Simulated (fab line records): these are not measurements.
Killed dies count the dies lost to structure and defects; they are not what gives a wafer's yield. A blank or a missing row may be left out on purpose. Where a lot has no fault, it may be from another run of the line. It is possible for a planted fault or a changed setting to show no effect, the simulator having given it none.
A lot that was struck, set against a sound lot -- flow n5 finfet -- 25 steps out of a route of 1938
Sound: the wafers L753.2, L753.3, L753.4. Wafers struck: L761.1, L761.4, L761.5. The cause is given at the end.
Order at every step that has rows: each side's tool, ch and its chambers, its first start. Under that, the readings that differ: sound wafers -- struck wafers -- difference of the means -- sigmas: that difference in standard deviations of wafers without a fault.
alike: same words and numbers on both sides, and readings whose means sit less than 2 such deviations apart. not compared: any withheld reading, any reading some wafer has no value for, any bound like >300 that may hide the same value, and any number with overlapping values for which the record gives no deviation.
A row with sigmas, a row that says differs or no value, or rows on one side alone: a step with any of these is where the two part. Numbers that don't overlap but have no deviation are shown without sigmas and don't part them. A reading that every wafer of one side lacks parts them only if that side has two wafers or more.

first, 11 steps without rows for these wafers: N5_MOL_CONTACT_COAG_ETCHBACK_135 (etches SiO2 in CHF3, target depth 25 nm, time 16.7 s); N5_MOL_CONTACT_COAG_STRIP_118 (strips in CHF3); N5_MOL_CONTACT_COAG_VIA_ETCH_46 (etches SiO2 in C4F6/O2, target depth 46 nm, overetch 9.2 nm, time 40 s); N5_MOL_CONTACT_COAG_STRIP_96 (strips in N2/H2); N5_MOL_CONTACT_COAG_ETCH_47 (etches SiNx in CH3F/O2, stops on W, target depth 27 nm); N5_MOL_CONTACT_COAG_STRIP_119 (strips in N2/H2, time 30 s); N5_MOL_CONTACT_COAG_PRECLEAN_144 (cleans in alkaline clean, time 60 s); N5_MOL_CONTACT_COAG_SRD_145 (time 30 s); N5_MOL_CONTACT_COAG_COAT_62 (time 60 s, resist thk 60 nm); N5_MOL_CONTACT_COAG_COAT_63 (time 60 s, resist thk 10 nm); N5_MOL_CONTACT_COAG_COAT_64 (time 60 s, resist thk 10 nm).
N5_MOL_CONTACT_COAG_COAT_34: resist thk 40 nm.
  sound on litho track-03 ch 0, day 5 09:05; struck on litho track-03 ch 0, day 7 02:45
reading,sound,struck,difference,sigmas
spin speed rpm (rpm),1500.4 1499.7 1499.7,1559.0 1560.9 1560.2,+60.1,+63
model.CAR-EUV_of_MOL_CONTACT_COAG_COAT_34.thk nm (nm),40 40 40.2,39.2 39.2 39,-0.9,
then, 9 steps without rows for these wafers: N5_MOL_CONTACT_COAG_EBR_36; N5_MOL_CONTACT_COAG_SOFTBAKE_35 (time 60 s); N5_MOL_CONTACT_COAG_EXPOSE_37 (exposes mask VD, defocus 0 nm); N5_MOL_CONTACT_COAG_PEB_38 (peb time 60 s); N5_MOL_CONTACT_COAG_DEVELOP_39 (develop time 30 s); N5_MOL_CONTACT_COAG_DESCUM_45 (chemistry O2, time 7 s); N5_MOL_CONTACT_COAG_ETCH_65 (etches underlayer in N2/H2, target depth 13 nm, time 10.4 s); N5_MOL_CONTACT_COAG_ETCH_66 (etches SiARC in CF4, target depth 13 nm, time 21.7 s); N5_MOL_CONTACT_COAG_ALD_133 (deposits SiO2, target thk 5 nm, pulse time 1 s, co reactant pulse time 1 s).
N5_MOL_CONTACT_COAG_ETCHBACK_134: etches SiO2 in CHF3, target depth 10 nm, time 6.7 s.
  sound on rie diel-02 ch 1,2,3, day 5 10:49; struck on rie diel-06 ch 0,3, day 7 03:29
reading,sound,struck,difference,sigmas
model.CAR-EUV_of_MOL_CONTACT_COAG_COAT_34.thk nm (nm),15.2 15.6 15.8,14.8 14.6 14.6,-0.9,
  alike: drypump motor current A, oes_f_703_au, oes product au, rf vpp V, showerhead plenum p Torr, throttle valve pct
  not compared: rf hours counter h
then, 1 step without rows for these wafers: N5_MOL_CONTACT_COAG_ETCH_67 (etches SOC in N2/H2, target depth 60 nm, overetch 21 nm, time 101.2 s).
-- here the record skips 4 days between the struck wafers' starts before and after, leaving off in module MOL_CONTACT_COAG and picking up in module BEOL_M4 (first step shown: number 1111 of the route) --
N5_BEOL_M4_RC_MEAS_101:
  sound on prober-01 ch 0, day 8 10:47; struck on prober-01 ch 0, day 11 02:39
  alike: DIBL_N, DIBL_P, IOFF_N, IOFF_P, ION_N, ION_P, SS_N, SS_P, VT_N, VT_P
following that, these wafers have no rows for 1 step: N5_PASSIVATION_PROBE_49.

== WHERE THEY PART ==
Only at N5_MOL_CONTACT_COAG_COAT_34, as far as this record shows. Later steps at which nothing parts them and some readings are alike: N5_MOL_CONTACT_COAG_ETCHBACK_134, N5_BEOL_M4_RC_MEAS_101.

WHY: the cause the simulator had injected
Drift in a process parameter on litho track-03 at N5_MOL_CONTACT_COAG_COAT_34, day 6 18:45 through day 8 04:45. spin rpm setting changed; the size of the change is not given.
